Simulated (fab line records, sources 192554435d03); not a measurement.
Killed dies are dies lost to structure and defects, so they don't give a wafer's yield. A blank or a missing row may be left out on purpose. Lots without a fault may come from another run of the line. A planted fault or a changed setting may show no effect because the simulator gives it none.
Split-lot experiment | flow n5_finfet | 7 lots, 21 wafers read, on a route of 1938 steps

THE SPLIT
At N5_BEOL_M1_CMP_52 (polishes, stops on SiOC, t overpolish 6.8 s, target thk 40 nm), the setting down_force_psi was moved away from the recipe's 1 psi on 6 of the 21 wafers read, by -14.8% to +12.1%. The other wafers ran this setting at the recipe's value.

The reading is taken at the split's own step.

THE READING
barrier_field_endpoint_s, in s, at N5_BEOL_M1_CMP_52 (polishes, stops on SiOC, t overpolish 6.8 s, target thk 40 nm). Fault-free wafers of this fab line usually give 24.9 s, standard deviation 0.68 s.

wafer  | tool, chamber at the split | down_force_psi as run, psi | against the recipe | barrier_field_endpoint_s, s | against lot-mates on the recipe
L077.2 | cmp-04, 1                  | 1                          | recipe             | 25.3                        | -
L077.4 | cmp-04, 0                  | 1                          | recipe             | 25.1                        | -
L077.6 | cmp-04, 2                  | 1                          | recipe             | 25.7                        | -
L079.3 | cmp-01, 3                  | 0.9351                     | -6.5%              | 27.0                        | +2.2
L079.1 | cmp-01, 0                  | 0.9351                     | -6.5%              | 25.3                        | +0.5
L079.6 | cmp-01, 0                  | 1                          | recipe             | 24.8                        | -
L081.4 | cmp-03, 3                  | 0.8523                     | -14.8%             | 30.8                        | +4.2
L081.6 | cmp-03, 2                  | 1                          | recipe             | 26.6                        | -
L081.5 | cmp-03, 3                  | 0.8523                     | -14.8%             | 30.0                        | +3.4
L083.3 | cmp-01, 0                  | 1                          | recipe             | 24.0                        | -
L083.2 | cmp-01, 1                  | 1                          | recipe             | 24.3                        | -
L083.6 | cmp-01, 0                  | 1                          | recipe             | 23.6                        | -
L086.1 | cmp-03, 0                  | 1                          | recipe             | 26.0                        | -
L086.4 | cmp-03, 1                  | 1.121                      | +12.1%             | 22.2                        | -3.6
L086.6 | cmp-03, 3                  | 1                          | recipe             | 25.6                        | -
L088.1 | cmp-01, 1                  | 1                          | recipe             | 24.9                        | -
L088.3 | cmp-01, 2                  | 1                          | recipe             | 25.0                        | -
L088.6 | cmp-01, 3                  | 1                          | recipe             | 25.4                        | -
L092.2 | cmp-01, 1                  | 1                          | recipe             | 24.5                        | -
L092.4 | cmp-01, 2                  | 1                          | recipe             | 23.9                        | -
L092.5 | cmp-01, 1                  | 1.078                      | +7.8%              | 22.3                        | -1.9

THE FIT
A straight line over all 21 wafers: barrier_field_endpoint_s changes by -0.315 s for each +1% of down_force_psi; r = -0.91; the points scatter about the line by 0.89 s.
The same after taking each lot's own level away (the mean of its wafers on the recipe; 21 wafers): -0.26 s for each +1%; r = -0.97; scatter 0.4 s.
On that fit, the largest move of down_force_psi shifts the reading by 3.8 s.
The lots' own levels span 23.97 to 26.60 s, that is 3.9 times the standard deviation above.
So the lot-to-lot level changes the slope: the two fits differ.
Check: with one of the wafers moved furthest among these (-14.8%) left out of the fit, the line predicts +3.6 s for it against its lot-mates. It came out at +4.2 s against them.
Tool readings at the split's step, against how far the setting was moved: barrier_field_endpoint_s r = -0.91.

OTHER SPLITS ON THESE WAFERS
These wafers also went through other splits before the reading. Each is held against what the fit with the lots' levels taken away leaves over:
other split on the same wafers            | wafers away from the commonest value | r with barrier_field_endpoint_s (lot level and that fit taken away)
N5_MOL_CONTACT_COAG_PECVD_31 temp_c       | 7                                    | -0.02
N5_MOL_CONTACT_COAG_VIA_ETCH_117 bias_w   | 6                                    | -0.04
N5_BEOL_M0_SAQP_EXPOSE_11 dose_mj         | 8                                    | +0.03
N5_BEOL_M0_SAQP_DEVELOP_13 develop_time_s | 8                                    | +0.35
N5_BEOL_M0_CUTY_EXPOSE_54 dose_mj         | 3                                    | +0.11
N5_BEOL_M1_EXPOSE_25 dose_mj              | 7                                    | -0.21

THE FILE'S OWN FIT
barrier_field_endpoint_s changes by -0.263 s for each +1% of down_force_psi, r = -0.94.
